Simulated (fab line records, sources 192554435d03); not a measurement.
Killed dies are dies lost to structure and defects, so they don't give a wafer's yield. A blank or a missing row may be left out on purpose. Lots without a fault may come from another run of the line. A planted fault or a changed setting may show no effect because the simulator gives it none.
One fault seen from 3 desks | flow n5_finfet | each desk has only its own numbers; what lay behind them comes last

THE TOOL OWNER'S DESK: litho_track-01
The tool's own readings at N5_BEOL_M15_PEB_26 (peb time 90 s): means of the sampled wafers that have a number, for each lot that ran on this tool. A lot is out of limits, marked OUT, if its mean lies more than 4 standard deviations from the usual mean; the brackets give that distance.
Columns: A = heater_power_total_W at N5_BEOL_M15_PEB_26, usual 172.4 W
lot  | first seen here | A
L518 | day 14 18:54    | 173.1
L521 | day 15 14:19    | 176.5 (+5.0) OUT
L523 | day 15 17:32    | 176.5 (+5.0) OUT
This desk's finding: out of limits on L521, L523; first on L521, day 15 14:19 (heater_power_total_W at N5_BEOL_M15_PEB_26). In limits: L518.

THE METROLOGY DESK
What the gauges read, lot by lot, whatever tool the lot ran on: means of the sampled wafers that have a number. A lot is out of limits, marked OUT, if its mean lies more than 4 standard deviations from the usual mean; the brackets give that distance.
Columns: A = cd_nm at N5_BEOL_M15_CD_MEAS_17, usual 359.9 nm; B = cd_nm at N5_BEOL_M15_CD_MEAS_28, usual 406.5 nm; C = M15_OVL at N5_BEOL_M15_OVL_MEAS_29, usual 2 nm
lot  | first seen here | A     | B     | C
L508 | day 12 00:46    | 357.5 | 407.3 | 2
L518 | day 14 18:01    | 360.5 | 405.6 | 3
L521 | day 15 13:34    | 359.6 | 405.9 | -4
L523 | day 15 16:46    | 361.4 | 404.7 | 5
L524 | day 16 03:46    | 359.2 | 405.4 | 0
L528 | day 17 07:41    | 361.4 | 407.2 | 5
This desk's finding: nothing out of limits on any of the 6 lots.

THE DEFECT DESK
What the inspections along the route counted, lot by lot: means of the sampled wafers that have a number. A lot is out of limits, marked OUT, if its mean lies more than 4 standard deviations from the usual mean; the brackets give that distance.
Columns: A = raw_defect_count at N5_BEOL_M15_INSPECT_30, usual 2.2
lot  | first seen here | A
L508 | day 12 01:49    | 1.7
L518 | day 14 19:04    | 2.0
L521 | day 15 14:29    | 0.7
L523 | day 15 17:43    | 4.0
L524 | day 16 04:49    | 3.0
L528 | day 17 08:37    | 1.3
This desk's finding: nothing out of limits on any of the 6 lots.

PUT TOGETHER
The tool owner's desk could have raised an alarm at day 15 14:19, on L521, L523.
The metrology desk saw nothing out of limits.
The defect desk saw nothing out of limits.
The metrology desk has L521, L523 on record, within its limits.
The defect desk has L521, L523 on record, within its limits.
Of the lots named, all ran N5_BEOL_M15_PEB_26 on litho_track-01.

WHAT THE SIMULATOR HAD PUT IN
Process parameter drift: litho_track-01, from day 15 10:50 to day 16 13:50, at N5_BEOL_M15_PEB_26. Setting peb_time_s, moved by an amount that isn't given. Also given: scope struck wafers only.
Lots struck among those shown: L521, L523.
Hours from the fault's start to each desk's first reading out of limits: the tool owner's desk, 3.
